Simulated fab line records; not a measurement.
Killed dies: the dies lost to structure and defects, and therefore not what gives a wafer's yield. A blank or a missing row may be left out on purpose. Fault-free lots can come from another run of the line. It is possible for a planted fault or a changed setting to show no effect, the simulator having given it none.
Matching of chambers	flow nand-harc	NHARC_P_ZERO_WELL_DESCUM_13 on rie-diel-02 has 4 sister chambers
The step chemistry O2, time 3 s. 8 wafers are shown with their chamber, then 7 later ones without.

## WAFERS PAIRED WITH THEIR CHAMBERS
wafer	chamber	showerhead-plenum-p-Torr (Torr)	drypump-motor-current-A (A)
L076.2	0	2.02	5.8
L082.3	1	1.89	6.1
L082.6	2	1.85	5.6
L083.2	3	1.89	4.8
L083.5	2	1.85	5.7
L083.6	1	1.88	6.1
L087.2	0	2.02	5.8
L087.3	3	1.89	4.8

## WAFERS WITH NO CHAMBER GIVEN
wafer	showerhead-plenum-p-Torr (Torr)	drypump-motor-current-A (A)
L087.4	1.89	4.8
L092.1	1.88	6.1
L092.2	2.01	5.7
L092.4	1.84	5.6
L094.1	2.01	5.7
L094.4	1.88	6.0
L094.6	1.84	5.7

## CHAMBER TAKEN BY EACH
wafer	from the rows above	in truth
L087.4	3	3
L092.1	1	1
L092.2	0	0
L092.4	2	2
L094.1	0	0
L094.4	1	1
L094.6	2	2
7 of 7 placed correctly. Can't be placed from these rows: 0. Number placed wrongly: 0.
How it was worked out, from the rows above alone: a wafer's distance from a chamber is the root of the sum, over the readings, of the square of ((its reading less the chamber's mean) divided by the reading's scatter). If the next closest chamber is less than 2 further off than the closest, the wafer can't be placed; otherwise it belongs to the closest. The mean given for a chamber averages the wafers shown for that chamber. The scatter is the square root of a quotient: the sum, over the shown wafers, of each reading's squared deviation from its chamber's mean, divided by wafers minus chambers.
